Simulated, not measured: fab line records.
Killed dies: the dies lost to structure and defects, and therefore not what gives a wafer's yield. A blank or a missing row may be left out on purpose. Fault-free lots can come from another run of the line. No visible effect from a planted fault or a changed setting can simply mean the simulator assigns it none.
fab line records -- flow nand_harc -- part 1 of 2: steps 1 to 22 of 28
record: lots: 5, wafers: 15, last_day: 23
route steps=1159 shown A_STAIRCASE@596
lots that met no fault: from a run of the same line without faults
start_h: start of the lot's first displayed wafer, in hours after the record's first day -- wait_h: time in hours since the lot's previous step -- " the same as in the row above -- L1.1+2: one row covering several wafers at once -- - no value present, or no start provided -- * or withheld: withheld -- < > ~ a bound
route shown NAME@n: NAME is a module with steps in the file, n the number in the route of the first one -- usual: mean and standard deviation over wafers with no fault -- same: alike in all rows -- chamber/n: place in a boat -- sites: the reading at each site -- _std_site: how widely they spread, as a standard deviation -- _edge_site: the outer-site mean with the inner-site mean subtracted -- radius_mm: how far each site lies from the wafer's centre -- mask NAME#n: copy n -- behind: the last tool/chamber to shape the wafer -- hold: reason for holding the lot/hours on hold/outcome of the hold -- device: the transistor (n, p or np) that didn't switch -- end of line: the same wafers' tests at the end of the route -- a step with no rows: only its recipe -- killed: at the first sort, the dies lost to defects and structure; wafer yield is something else -- map: shows each die of a wafer: x if killed, . if not, _ if none is there
set.NAME: the setting the step ran with; set.NAME@STEP: the setting that earlier step ran with -- model.NAME: the simulator's own value behind a step, which no gauge read
a table for each step, a row for each wafer; lots at some steps of the route
services: the hour from which a tool's chamber was out of use, counted from the record's first day as start_h (under 0 if before that day), plus the number of hours and why
== steps ==
step: NHARC_A_STAIRCASE_TRIM_202
recipe: time_s: 211.2, o2_flow_sccm: 500, ar_flow_sccm: 0, bias_w: 0, chemistry: O2
usual: drypump_motor_current_A: 5.7/0.41, mfc_ar_sccm: 0.007/0.011, oes_product_au: 1.004/0.015, rf_vpp_V: 57.9/0.9, showerhead_plenum_p_Torr: 3.57/0.13, throttle_valve_pct: 17.036/0.01
lot.wafer,tool,chamber,start_h,wait_h,drypump_motor_current_A,mfc_ar_sccm,oes_product_au,rf_hours_counter_h,rf_vpp_V,showerhead_plenum_p_Torr,throttle_valve_pct
L088.3,rie_diel-11,0,-,-,5.4,0,1.012,48,58.8,3.70,17.052
L088.5,rie_diel-11,1,-,-,5.8,0,0.998,-,59.0,3.44,17.035
L088.6,rie_diel-11,2,-,-,5.6,0.004,1.002,-,56.5,3.40,17.028
L089.4,rie_diel-01,1,-,-,5.9,0.024,1.002,4,58.2,3.33,17.031
L089.1,rie_diel-01,0,-,-,5.4,0.018,0.988,5,59.2,3.58,17.036
L089.6,rie_diel-01,2,-,-,5.8,0.035,0.997,-,58.8,3.70,17.044
L093.1,rie_diel-13,0,-,-,6.6,0,1.028,27,57.5,3.76,17.026
L093.5,rie_diel-13,0,-,-,6.7,0,1.026,-,58.2,3.76,17.037
L093.6,rie_diel-13,1,-,-,5.5,0,1.012,-,59.0,3.57,17.048
L096.2,rie_diel-13,2,-,-,5.2,0.000,1.016,32,59.1,3.55,17.033
L096.1,rie_diel-13,3,-,-,5.5,0,0.988,31,57.0,3.43,17.031
L096.5,rie_diel-13,2,-,-,5.2,0.000,1.021,-,57.6,3.55,17.041
L097.3,rie_diel-11,1,-,-,5.8,0,0.973,0,56.4,3.43,17.051
L097.1,rie_diel-11,2,-,-,5.6,0.004,0.998,0,57.6,3.40,17.039
L097.6,rie_diel-11,0,-,-,5.4,0,1.002,-,59.3,3.69,17.033
step: NHARC_A_STAIRCASE_ETCH_203
recipe: target_depth_a: 1000, time_s: 40.5, ion_energy_ev: 400, c4f8_flow_sccm: 20, o2_flow_sccm: 10, ar_flow_sccm: withheld, rf_w: 600, bias_w: 1000, chemistry: C4F8/O2
usual: oes_product_au: 0.944/0.014, rf_vpp_V: 897/4.8
lot.wafer,tool,chamber,start_h,wait_h,oes_product_au,rf_hours_counter_h,rf_vpp_V
L088.3,rie_diel-11,1,-,-,0.933,47,892
L088.6,rie_diel-11,3,-,-,0.927,-,900
L088.5,rie_diel-11,0,-,-,0.954,-,902
L089.4,rie_diel-01,2,-,-,0.934,4,903
L089.1,rie_diel-01,3,-,-,0.938,4,897
L089.6,rie_diel-01,2,-,-,0.932,-,902
L093.1,rie_diel-13,3,-,-,0.928,28,893
L093.6,rie_diel-13,0,-,-,0.950,-,903
L093.5,rie_diel-13,1,-,-,0.939,-,898
L096.1,rie_diel-13,3,-,-,0.932,31,892
L096.2,rie_diel-13,0,-,-,0.967,31,904
L096.5,rie_diel-13,2,-,-,0.967,-,896
L097.1,rie_diel-11,0,-,-,0.960,0,903
L097.3,rie_diel-11,2,-,-,0.955,0,892
L097.6,rie_diel-11,0,-,-,0.954,-,902
step: NHARC_A_STAIRCASE_STRIP_205
recipe: power_w: 1500, temp_c: 250, chemistry: O2
usual: drypump_motor_current_A: 5.6/0.33, heater_power_w: 352/8.9
lot.wafer,tool,chamber,start_h,wait_h,drypump_motor_current_A,heater_power_w,rf_hours_counter_h
L088.3,plasma_asher-01,0,327.96,0.2,5.2,363,-
L088.5,plasma_asher-01,0,327.96,0.2,5.2,342,-
L088.6,plasma_asher-01,1,327.96,0.2,5.7,348,-
L089.1,plasma_asher-02,1,333.81,0.1,6.1,357,48
L089.4,plasma_asher-02,1,333.81,0.1,6.2,362,-
L089.6,plasma_asher-02,1,333.81,0.1,6.2,358,-
L093.1,plasma_asher-02,0,356.33,0.1,5.5,346,54
L093.6,plasma_asher-02,1,356.33,0.1,6.2,360,-
L093.5,plasma_asher-02,0,356.33,0.1,5.4,346,-
L096.2,plasma_asher-01,0,368.62,0.1,5.2,350,30
L096.1,plasma_asher-01,1,368.62,0.1,5.7,354,30
L096.5,plasma_asher-01,1,368.62,0.1,5.7,358,-
L097.1,plasma_asher-01,1,377.72,0.1,5.7,358,33
L097.3,plasma_asher-01,1,377.72,0.1,5.7,351,-
L097.6,plasma_asher-01,1,377.72,0.1,5.7,354,-
step: NHARC_A_STAIRCASE_STRIP_206
recipe: time_s: 900, temp_c: 130, chemistry: SPM
lot.wafer,tool,chamber,start_h,wait_h
L088.6+5+3,wet_bench-05,"3,6,0",328.21,0.1
L089.6+4+1,wet_bench-05,"1,2,3",334.17,0.1
L093.1+6+5,wet_bench-07,"0,2,5",356.63,0.3
L096.5+1+2,wet_bench-07,"6,7,0",368.97,0.1
L097.3+1+6,wet_bench-02,"1,2,4",378.07,0.2
step: NHARC_A_STAIRCASE_PRECLEAN_207
recipe: time_s: *, temp_c: 50, bath_age_min: 0, chemistry: SC1
lot.wafer,tool,chamber,start_h,wait_h
L088.6+5+3,wet_bench-05,"3,6,0",-,-
L089.6+4+1,wet_bench-05,"1,2,3",-,-
L093.1+6+5,wet_bench-07,"0,2,5",-,-
L096.5+1+2,wet_bench-07,"6,7,0",-,-
L097.3+1+6,wet_bench-02,"1,2,4",-,-
step: NHARC_A_STAIRCASE_SRD_208
lot.wafer,tool,chamber,start_h,wait_h
L088.6+5+3,wet_bench-05,"3,6,0",-,-
L089.6+4+1,wet_bench-05,"1,2,3",-,-
L093.1+6+5,wet_bench-07,"0,2,5",-,-
L096.5+1+2,wet_bench-07,"6,7,0",-,-
L097.3+1+6,wet_bench-02,"1,2,4",-,-
step: NHARC_A_STAIRCASE_DEHYDRATE_209
recipe: temp_c: 150, time_s: 120
usual: heater_power_total_W: 182.6/1.2
lot.wafer,tool,chamber,start_h,wait_h,heater_power_total_W
L088.3,litho_track-05,0,328.67,-,182.2
L088.5,litho_track-05,0,328.67,-,180.9
L088.6,litho_track-05,0,328.67,-,181.7
L089.1,litho_track-03,0,334.62,-,182.2
L089.4,litho_track-03,0,334.62,-,184.1
L089.6,litho_track-03,0,334.62,-,183.4
L093.1,litho_track-03,0,357.09,-,182.6
L093.5,litho_track-03,0,357.09,-,183.7
L093.6,litho_track-03,0,357.09,-,182.1
L096.1,litho_track-05,0,369.42,-,184.3
L096.2,litho_track-05,0,369.42,-,184.4
L096.5,litho_track-05,0,369.42,-,181.4
L097.1,litho_track-03,0,378.53,-,182.7
L097.3,litho_track-03,0,378.53,-,183.0
L097.6,litho_track-03,0,378.53,-,180.6
step: NHARC_A_STAIRCASE_HMDS_210
recipe: time_s: 30
lot.wafer,tool,chamber,start_h,wait_h
L088.3+5+6,litho_track-05,0,-,-
L089.1+4+6,litho_track-03,0,-,-
L093.1+5+6,litho_track-03,0,-,-
L096.1+2+5,litho_track-05,0,-,-
L097.1+3+6,litho_track-03,0,-,-
step: NHARC_A_STAIRCASE_COAT_211
recipe: spin_rpm: 1200
lot.wafer,tool,chamber,start_h,wait_h
L088.3+5+6,litho_track-05,0,-,-
L089.1+4+6,litho_track-03,0,-,-
L093.1+5+6,litho_track-03,0,-,-
L096.1+2+5,litho_track-05,0,-,-
L097.1+3+6,litho_track-03,0,-,-
step: NHARC_A_STAIRCASE_SOFTBAKE_212
recipe: temp_c: 135, time_s: 170
usual: heater_power_total_W: 134.6/0.98
lot.wafer,tool,chamber,start_h,wait_h,heater_power_total_W
L088.3,litho_track-05,0,-,-,133.5
L088.5,litho_track-05,0,-,-,134.7
L088.6,litho_track-05,0,-,-,133.3
L089.1,litho_track-03,0,-,-,133.4
L089.4,litho_track-03,0,-,-,134.3
L089.6,litho_track-03,0,-,-,135.2
L093.1,litho_track-03,0,-,-,134.3
L093.5,litho_track-03,0,-,-,134.2
L093.6,litho_track-03,0,-,-,135.9
L096.1,litho_track-05,0,-,-,136.0
L096.2,litho_track-05,0,-,-,133.2
L096.5,litho_track-05,0,-,-,135.9
L097.1,litho_track-03,0,-,-,135.5
L097.3,litho_track-03,0,-,-,135.6
L097.6,litho_track-03,0,-,-,134.8
step: NHARC_A_STAIRCASE_EBR_213
lot.wafer,tool,chamber,start_h,wait_h
L088.3+5+6,litho_track-05,0,-,-
L089.1+4+6,litho_track-03,0,-,-
L093.1+5+6,litho_track-03,0,-,-
L096.1+2+5,litho_track-05,0,-,-
L097.1+3+6,litho_track-03,0,-,-
step: NHARC_A_STAIRCASE_EXPOSE_214
recipe: na: 0.5, dose_mj: 31.26, mask_id: STAIR_3
usual: focus_offset_nm: 0.1/0.55
lot.wafer,tool,chamber,start_h,wait_h,mask,focus_offset_nm
L088.3,krf_scanner-03,0,328.89,-,STAIR_3#0,0.1
L088.5,krf_scanner-03,0,328.89,-,STAIR_3#0,0.4
L088.6,krf_scanner-03,0,328.89,-,STAIR_3#0,-0.4
L089.1,krf_scanner-04,0,334.95,-,STAIR_3#0,0.1
L089.4,krf_scanner-04,0,334.95,-,STAIR_3#0,-0.3
L089.6,krf_scanner-04,0,334.95,-,STAIR_3#0,0.1
L093.1,krf_scanner-04,0,357.30,-,STAIR_3#0,-0.7
L093.5,krf_scanner-04,0,357.30,-,STAIR_3#0,-0.1
L093.6,krf_scanner-04,0,357.30,-,STAIR_3#0,0.0
L096.1,krf_scanner-03,0,369.75,-,STAIR_3#0,0.8
L096.2,krf_scanner-03,0,369.75,-,STAIR_3#0,0.2
L096.5,krf_scanner-03,0,369.75,-,STAIR_3#0,1.2
L097.1,krf_scanner-04,0,378.86,-,STAIR_3#0,0.0
L097.3,krf_scanner-04,0,378.86,-,STAIR_3#0,-0.3
L097.6,krf_scanner-04,0,378.86,-,STAIR_3#0,0.3
step: NHARC_A_STAIRCASE_PEB_215
recipe: peb_temp_c: 115, peb_time_s: 130
usual: heater_power_total_W: 123.87/0.2
lot.wafer,tool,chamber,start_h,wait_h,heater_power_total_W
L088.3,litho_track-05,0,328.95,0.1,123.77
L088.5,litho_track-05,0,328.95,0.1,123.56
L088.6,litho_track-05,0,328.95,0.1,123.92
L089.1,litho_track-03,0,335.02,0.1,123.87
L089.4,litho_track-03,0,335.02,0.1,123.39
L089.6,litho_track-03,0,335.02,0.1,123.92
L093.1,litho_track-07,0,357.36,0.1,123.80
L093.5,litho_track-07,0,357.36,0.1,123.95
L093.6,litho_track-07,0,357.36,0.1,123.76
L096.1,litho_track-05,0,369.82,0.1,123.77
L096.2,litho_track-05,0,369.82,0.1,123.98
L096.5,litho_track-05,0,369.82,0.1,124.00
L097.1,litho_track-07,0,378.93,0.1,124.00
L097.3,litho_track-07,0,378.93,0.1,123.67
L097.6,litho_track-07,0,378.93,0.1,123.68
step: NHARC_A_STAIRCASE_DEVELOP_216
recipe: time_s: 140
lot.wafer,tool,chamber,start_h,wait_h
L088.3+5+6,litho_track-05,0,-,-
L089.1+4+6,litho_track-03,0,-,-
L093.1+5+6,litho_track-07,0,-,-
L096.1+2+5,litho_track-05,0,-,-
L097.1+3+6,litho_track-07,0,-,-
step: NHARC_A_STAIRCASE_HARDBAKE_218
recipe: temp_c: 120, time_s: 140
usual: heater_power_total_W: 127.29/0.21
lot.wafer,tool,chamber,start_h,wait_h,heater_power_total_W
L088.3,litho_track-05,0,329.17,-,127.24
L088.5,litho_track-05,0,329.17,-,127.29
L088.6,litho_track-05,0,329.17,-,127.51
L089.1,litho_track-03,0,335.24,-,127.10
L089.4,litho_track-03,0,335.24,-,126.97
L089.6,litho_track-03,0,335.24,-,127.47
L093.1,litho_track-03,0,357.60,-,127.51
L093.5,litho_track-03,0,357.60,-,127.44
L093.6,litho_track-03,0,357.60,-,127.40
L096.1,litho_track-03,0,370.04,-,127.29
L096.2,litho_track-03,0,370.04,-,127.29
L096.5,litho_track-03,0,370.04,-,127.47
L097.1,litho_track-07,0,379.14,-,127.31
L097.3,litho_track-07,0,379.14,-,127.09
L097.6,litho_track-07,0,379.14,-,127.51
step: NHARC_A_STAIRCASE_DESCUM_219
recipe: time_s: 3, o2_flow_sccm: 200, ar_flow_sccm: 0, bias_power_w: 0, chemistry: O2
usual: drypump_motor_current_A: 5.7/0.43, mfc_ar_sccm: 0.006/0.011, oes_product_au: 1.006/0.012, rf_vpp_V: 57.9/0.83, showerhead_plenum_p_Torr: 1.94/0.074, throttle_valve_pct: 11.311/0.0099
lot.wafer,tool,chamber,start_h,wait_h,drypump_motor_current_A,mfc_ar_sccm,oes_product_au,rf_hours_counter_h,rf_vpp_V,showerhead_plenum_p_Torr,throttle_valve_pct
L088.3,rie_diel-13,1,329.26,-,5.5,0,1.014,17,58.7,1.94,11.290
L088.6,rie_diel-13,0,329.26,-,6.7,0,1.021,-,59.4,2.05,11.317
L088.5,rie_diel-13,1,329.26,-,5.5,0,1.002,-,58.0,1.94,11.324
L089.1,rie_diel-11,3,335.34,-,5.8,0.020,0.981,51,58.5,1.98,11.304
L089.4,rie_diel-11,0,335.34,-,5.4,0,0.999,50,58.2,2.01,11.317
L089.6,rie_diel-11,2,335.34,-,5.6,0.004,0.997,-,57.5,1.84,11.324
L093.1,rie_diel-13,0,357.69,-,6.7,0,1.025,27,58.6,2.05,11.305
L093.5,rie_diel-13,0,357.69,-,6.7,0,1.016,-,57.9,2.05,11.308
L093.6,rie_diel-13,1,357.69,-,5.5,0,1.010,-,58.0,1.94,11.306
L096.2,rie_diel-01,3,370.15,-,6.0,0,0.990,18,59.2,1.94,11.328
L096.1,rie_diel-01,0,370.15,-,5.4,0.018,0.989,20,57.7,1.94,11.313
L096.5,rie_diel-01,2,370.15,-,5.8,0.035,0.998,-,57.4,2.01,11.294
L097.1,rie_diel-01,0,379.25,-,5.4,0.018,0.983,24,58.1,1.94,11.311
L097.3,rie_diel-01,2,379.25,-,5.8,0.035,0.988,21,58.6,2.01,11.319
L097.6,rie_diel-01,0,379.25,-,5.4,0.018,0.972,-,57.1,1.94,11.308
step: NHARC_A_STAIRCASE_TRIM_220
recipe: time_s: 211.2, o2_flow_sccm: 500, ar_flow_sccm: 0, bias_w: 0, chemistry: O2
usual: drypump_motor_current_A: 5.7/0.43, mfc_ar_sccm: 0.007/0.011, oes_product_au: 1.006/0.012, rf_vpp_V: 57.9/0.91, showerhead_plenum_p_Torr: 3.57/0.13, throttle_valve_pct: 17.037/0.01
lot.wafer,tool,chamber,start_h,wait_h,drypump_motor_current_A,mfc_ar_sccm,oes_product_au,rf_hours_counter_h,rf_vpp_V,showerhead_plenum_p_Torr,throttle_valve_pct
L088.3,rie_diel-13,3,329.35,0.1,5.5,0,0.995,17,58.1,3.44,17.032
L088.5,rie_diel-13,2,329.35,0.1,5.2,0.000,1.010,-,57.1,3.56,17.034
L088.6,rie_diel-13,3,329.35,0.1,5.4,0,1.003,-,56.0,3.44,17.053
L089.1,rie_diel-11,0,335.56,0.2,5.4,0,1.006,50,57.6,3.70,17.039
L089.4,rie_diel-11,2,335.56,0.2,5.6,0.004,1.001,53,57.5,3.40,17.037
L089.6,rie_diel-11,0,335.56,0.2,5.5,0,1.021,-,57.8,3.70,17.030
L093.1,rie_diel-13,3,357.82,0.1,5.4,0,1.012,28,57.7,3.43,17.054
L093.5,rie_diel-13,0,357.82,0.1,6.6,0,1.027,-,57.9,3.76,17.043
L093.6,rie_diel-13,1,357.82,0.1,5.5,0,1.019,-,58.7,3.57,17.045
L096.2,rie_diel-01,2,370.24,0.1,5.8,0.035,1.003,15,60.0,3.69,17.025
L096.1,rie_diel-01,3,370.24,0.1,6.1,0,0.988,18,58.6,3.57,17.029
L096.5,rie_diel-01,1,370.24,0.1,5.9,0.024,1.020,-,56.8,3.32,17.033
L097.3,rie_diel-01,1,379.36,0.1,5.9,0.024,1.014,21,56.8,3.32,17.048
L097.1,rie_diel-01,3,379.36,0.1,6.1,0,0.977,24,57.8,3.57,17.036
L097.6,rie_diel-01,2,379.36,0.1,5.9,0.035,0.997,-,57.9,3.69,17.048
step: NHARC_A_STAIRCASE_ETCH_221
recipe: target_depth_a: 1000, time_s: 40.5, ion_energy_ev: 400, c4f8_flow_sccm: 20, o2_flow_sccm: 10, ar_flow_sccm: withheld, rf_w: 600, bias_w: 1000, chemistry: C4F8/O2
usual: oes_product_au: 0.941/0.017, rf_vpp_V: 898/4.7
lot.wafer,tool,chamber,start_h,wait_h,oes_product_au,rf_hours_counter_h,rf_vpp_V
L088.3,rie_diel-13,3,-,-,0.959,17,894
L088.6,rie_diel-13,2,-,-,0.952,-,897
L088.5,rie_diel-13,3,-,-,0.955,-,892
L089.4,rie_diel-11,3,-,-,0.932,51,901
L089.1,rie_diel-11,0,-,-,0.944,50,903
L089.6,rie_diel-11,3,-,-,0.916,-,900
L093.1,rie_diel-13,0,-,-,0.947,27,904
L093.5,rie_diel-13,0,-,-,0.958,-,904
L093.6,rie_diel-13,1,-,-,0.934,-,898
L096.2,rie_diel-01,1,-,-,0.944,18,887
L096.1,rie_diel-01,3,-,-,0.939,18,897
L096.5,rie_diel-01,2,-,-,0.932,-,902
L097.1,rie_diel-01,1,-,-,0.931,21,888
L097.3,rie_diel-01,2,-,-,0.922,21,903
L097.6,rie_diel-01,1,-,-,0.933,-,888
step: NHARC_A_STAIRCASE_TRIM_222
recipe: time_s: 211.2, o2_flow_sccm: 500, ar_flow_sccm: 0, bias_w: 0, chemistry: O2
usual: drypump_motor_current_A: 5.7/0.41, mfc_ar_sccm: 0.007/0.011, oes_product_au: 1.004/0.012, rf_vpp_V: 57.8/0.88, showerhead_plenum_p_Torr: 3.57/0.12, throttle_valve_pct: 17.037/0.0078
lot.wafer,tool,chamber,start_h,wait_h,drypump_motor_current_A,mfc_ar_sccm,oes_product_au,rf_hours_counter_h,rf_vpp_V,showerhead_plenum_p_Torr,throttle_valve_pct
L088.3,rie_diel-13,0,-,-,6.7,0,1.015,17,58.3,3.77,17.045
L088.5,rie_diel-13,3,-,-,5.5,0,1.001,-,58.3,3.44,17.036
L088.6,rie_diel-13,0,-,-,6.7,0,1.026,-,58.4,3.77,17.029
L089.4,rie_diel-11,0,-,-,5.5,0,1.009,50,58.7,3.70,17.032
L089.1,rie_diel-11,2,-,-,5.6,0.004,0.998,53,58.7,3.40,17.045
L089.6,rie_diel-11,3,-,-,5.8,0.020,0.993,-,58.0,3.65,17.055
L093.1,rie_diel-13,0,-,-,6.7,0,1.027,27,59.4,3.76,17.035
L093.5,rie_diel-13,2,-,-,5.2,0.000,1.019,-,57.6,3.55,17.034
L093.6,rie_diel-13,3,-,-,5.5,0,0.998,-,56.0,3.43,17.034
L096.2,rie_diel-01,2,-,-,5.8,0.035,0.979,16,58.8,3.69,17.035
L096.1,rie_diel-01,1,-,-,5.9,0.024,1.004,18,57.2,3.32,17.037
L096.5,rie_diel-01,2,-,-,5.8,0.035,0.996,-,57.5,3.69,17.033
L097.3,rie_diel-01,1,-,-,5.9,0.024,1.002,21,56.1,3.32,17.037
L097.1,rie_diel-01,2,-,-,5.8,0.035,0.984,21,57.8,3.69,17.028
L097.6,rie_diel-01,1,-,-,5.9,0.024,1.003,-,55.8,3.32,17.042
step: NHARC_A_STAIRCASE_ETCH_223
recipe: target_depth_a: 1000, time_s: 40.5, ion_energy_ev: 400, c4f8_flow_sccm: 20, o2_flow_sccm: 10, ar_flow_sccm: withheld, rf_w: 600, bias_w: 1000, chemistry: C4F8/O2
usual: oes_product_au: 0.943/0.014, rf_vpp_V: 897/4.5
lot.wafer,tool,chamber,start_h,wait_h,oes_product_au,rf_hours_counter_h,rf_vpp_V
L088.3,rie_diel-13,0,-,-,0.959,17,903
L088.6,rie_diel-13,0,-,-,0.956,-,905
L088.5,rie_diel-13,1,-,-,0.944,-,897
L089.4,rie_diel-11,0,-,-,0.950,50,902
L089.1,rie_diel-11,1,-,-,0.940,50,892
L089.6,rie_diel-11,3,-,-,0.916,-,900
L093.1,rie_diel-13,2,-,-,0.949,29,897
L093.5,rie_diel-13,2,-,-,0.948,-,897
L093.6,rie_diel-13,3,-,-,0.942,-,892
L096.2,rie_diel-01,1,-,-,0.964,18,887
L096.1,rie_diel-01,0,-,-,0.938,20,897
L096.5,rie_diel-01,1,-,-,0.960,-,889
L097.3,rie_diel-01,2,-,-,0.915,21,901
L097.1,rie_diel-01,1,-,-,0.942,21,888
L097.6,rie_diel-01,3,-,-,0.913,-,897
step: NHARC_A_STAIRCASE_TRIM_224
recipe: time_s: 211.2, o2_flow_sccm: 500, ar_flow_sccm: 0, bias_w: 0, chemistry: O2
usual: drypump_motor_current_A: 5.7/0.41, mfc_ar_sccm: 0.007/0.011, oes_product_au: 1.006/0.012, rf_vpp_V: 57.9/0.93, showerhead_plenum_p_Torr: 3.57/0.13, throttle_valve_pct: 17.037/0.01
lot.wafer,tool,chamber,start_h,wait_h,drypump_motor_current_A,mfc_ar_sccm,oes_product_au,rf_hours_counter_h,rf_vpp_V,showerhead_plenum_p_Torr,throttle_valve_pct
L088.3,rie_diel-13,3,-,-,5.5,0,1.008,17,57.9,3.44,17.019
L088.6,rie_diel-13,1,-,-,5.5,0,1.014,-,58.0,3.58,17.033
L088.5,rie_diel-13,2,-,-,5.2,0.000,1.021,-,55.9,3.56,17.019
L089.1,rie_diel-11,3,-,-,5.8,0.020,0.981,52,56.6,3.65,17.040
L089.4,rie_diel-11,0,-,-,5.5,0,1.012,51,58.5,3.70,17.038
L089.6,rie_diel-11,0,-,-,5.5,0,1.017,-,57.4,3.70,17.046
L093.1,rie_diel-13,2,-,-,5.2,0.000,1.022,29,59.2,3.55,17.047
L093.6,rie_diel-13,2,-,-,5.2,0.000,1.019,-,58.7,3.56,17.034
L093.5,rie_diel-13,3,-,-,5.5,0,1.007,-,58.9,3.43,17.026
L096.1,rie_diel-01,1,-,-,5.9,0.024,1.009,18,57.9,3.32,17.033
L096.2,rie_diel-01,2,-,-,5.8,0.035,0.988,16,57.0,3.69,17.028
L096.5,rie_diel-01,0,-,-,5.4,0.018,0.989,-,57.3,3.57,17.045
L097.1,rie_diel-01,2,-,-,5.8,0.035,0.998,21,57.7,3.69,17.040
L097.3,rie_diel-01,3,-,-,6.1,0,0.980,24,56.8,3.57,17.044
L097.6,rie_diel-01,2,-,-,5.8,0.035,1.001,-,57.9,3.69,17.051
step: NHARC_A_STAIRCASE_ETCH_225
recipe: target_depth_a: 1000, time_s: 40.5, ion_energy_ev: 400, c4f8_flow_sccm: 20, o2_flow_sccm: 10, ar_flow_sccm: withheld, rf_w: 600, bias_w: 1000, chemistry: C4F8/O2
usual: oes_product_au: 0.943/0.014, rf_vpp_V: 898/4.7
lot.wafer,tool,chamber,start_h,wait_h,oes_product_au,rf_hours_counter_h,rf_vpp_V
L088.3,rie_diel-13,0,-,-,0.962,17,904
L088.5,rie_diel-13,0,-,-,0.965,-,904
L088.6,rie_diel-13,1,-,-,0.950,-,898
L089.4,rie_diel-11,3,-,-,0.916,52,901
L089.1,rie_diel-11,1,-,-,0.933,50,893
L089.6,rie_diel-11,0,-,-,0.938,-,902
L093.1,rie_diel-13,1,-,-,0.936,28,898
L093.6,rie_diel-13,2,-,-,0.933,-,897
L093.5,rie_diel-13,3,-,-,0.919,-,894
L096.1,rie_diel-01,1,-,-,0.962,18,889
L096.2,rie_diel-01,0,-,-,0.926,20,898
L096.5,rie_diel-01,1,-,-,0.947,-,889
L097.1,rie_diel-01,1,-,-,0.946,21,888
L097.3,rie_diel-01,2,-,-,0.916,21,901
L097.6,rie_diel-01,0,-,-,0.914,-,896
